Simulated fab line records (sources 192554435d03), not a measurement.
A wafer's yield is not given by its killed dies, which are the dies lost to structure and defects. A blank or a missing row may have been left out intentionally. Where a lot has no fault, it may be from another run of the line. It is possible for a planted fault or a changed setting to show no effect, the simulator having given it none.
Chamber matching / flow n5Finfet / pecvd-03 running N5_BEOL_M9_DEP_56: 3 sister chambers
The step deposits SiCN from 3MS/NH3, target thk 15 nm, time 26.5 s. 16 wafers are shown with their chamber, then 8 later ones without.

## WAFERS PAIRED WITH THEIR CHAMBERS
wafer=L074.1; chamber=1; showerheadPlenumPTorr (Torr)=3.653; throttleValvePct (%)=9.4; rfFwdPowerW (W)=198.0
wafer=L074.2; chamber=0; showerheadPlenumPTorr (Torr)=3.686; throttleValvePct (%)=9.1; rfFwdPowerW (W)=199.2
wafer=L074.3; chamber=0; showerheadPlenumPTorr (Torr)=3.694; throttleValvePct (%)=9.2; rfFwdPowerW (W)=199.6
wafer=L077.3; chamber=2; showerheadPlenumPTorr (Torr)=3.663; throttleValvePct (%)=8.6; rfFwdPowerW (W)=199.9
wafer=L077.4; chamber=2; showerheadPlenumPTorr (Torr)=3.665; throttleValvePct (%)=8.7; rfFwdPowerW (W)=199.9
wafer=L077.6; chamber=1; showerheadPlenumPTorr (Torr)=3.648; throttleValvePct (%)=9.2; rfFwdPowerW (W)=198.1
wafer=L075.3; chamber=0; showerheadPlenumPTorr (Torr)=3.691; throttleValvePct (%)=8.9; rfFwdPowerW (W)=199.5
wafer=L075.4; chamber=2; showerheadPlenumPTorr (Torr)=3.669; throttleValvePct (%)=8.6; rfFwdPowerW (W)=200.9
wafer=L075.6; chamber=1; showerheadPlenumPTorr (Torr)=3.652; throttleValvePct (%)=9.5; rfFwdPowerW (W)=198.3
wafer=L079.3; chamber=0; showerheadPlenumPTorr (Torr)=3.687; throttleValvePct (%)=9.1; rfFwdPowerW (W)=200.4
wafer=L079.4; chamber=2; showerheadPlenumPTorr (Torr)=3.664; throttleValvePct (%)=8.6; rfFwdPowerW (W)=199.9
wafer=L079.6; chamber=1; showerheadPlenumPTorr (Torr)=3.654; throttleValvePct (%)=9.8; rfFwdPowerW (W)=198.4
wafer=L081.1; chamber=1; showerheadPlenumPTorr (Torr)=3.653; throttleValvePct (%)=9.6; rfFwdPowerW (W)=198.8
wafer=L081.2; chamber=2; showerheadPlenumPTorr (Torr)=3.659; throttleValvePct (%)=8.8; rfFwdPowerW (W)=199.9
wafer=L081.5; chamber=2; showerheadPlenumPTorr (Torr)=3.661; throttleValvePct (%)=8.8; rfFwdPowerW (W)=200.9
wafer=L082.1; chamber=0; showerheadPlenumPTorr (Torr)=3.675; throttleValvePct (%)=9.2; rfFwdPowerW (W)=199.2

SIGNATURES (means of the wafers above)
reading=showerheadPlenumPTorr; chamber 0=3.68660; chamber 1=3.65200; chamber 2=3.66350; scatter within a chamber=0.00473
reading=throttleValvePct; chamber 0=9.100; chamber 1=9.500; chamber 2=8.683; scatter within a chamber=0.154
reading=rfFwdPowerW; chamber 0=199.580; chamber 1=198.320; chamber 2=200.233; scatter within a chamber=0.455
Rule: a wafer's distance from a chamber is the root of the sum, over the readings, of the square of ((its reading less the chamber's mean) divided by the reading's scatter). The wafer belongs to the nearest chamber; if the next one is less than 2 further off, it can't be placed. How the scatter is found: for the shown wafers, subtract from each reading the mean of its chamber, square and add these, divide the total by (wafers less chambers), then take the root.

## WAFERS WHOSE CHAMBER IS MISSING
wafer=L082.4; showerheadPlenumPTorr (Torr)=3.656; throttleValvePct (%)=9.4; rfFwdPowerW (W)=198.0
wafer=L082.5; showerheadPlenumPTorr (Torr)=3.669; throttleValvePct (%)=8.7; rfFwdPowerW (W)=199.2
wafer=L090.2; showerheadPlenumPTorr (Torr)=3.673; throttleValvePct (%)=8.9; rfFwdPowerW (W)=199.4
wafer=L090.3; showerheadPlenumPTorr (Torr)=3.683; throttleValvePct (%)=9.2; rfFwdPowerW (W)=199.9
wafer=L090.4; showerheadPlenumPTorr (Torr)=3.643; throttleValvePct (%)=9.3; rfFwdPowerW (W)=198.9
wafer=L094.4; showerheadPlenumPTorr (Torr)=3.641; throttleValvePct (%)=9.0; rfFwdPowerW (W)=198.3
wafer=L094.5; showerheadPlenumPTorr (Torr)=3.681; throttleValvePct (%)=8.7; rfFwdPowerW (W)=201.2
wafer=L094.6; showerheadPlenumPTorr (Torr)=3.673; throttleValvePct (%)=8.5; rfFwdPowerW (W)=200.5

## CHAMBER TAKEN BY EACH
wafer=L082.4; from the rows above=1; in truth=1
wafer=L082.5; from the rows above=2; in truth=2
wafer=L090.2; from the rows above=can't be placed: 2 or 0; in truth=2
wafer=L090.3; from the rows above=0; in truth=0
wafer=L090.4; from the rows above=1; in truth=1
wafer=L094.4; from the rows above=1; in truth=1
wafer=L094.5; from the rows above=can't be placed: 2 or 0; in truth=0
wafer=L094.6; from the rows above=2; in truth=2
6 of 8 placed correctly. These rows do not allow placing 2 (true chamber among the candidates in 2). Placed wrongly: 0.
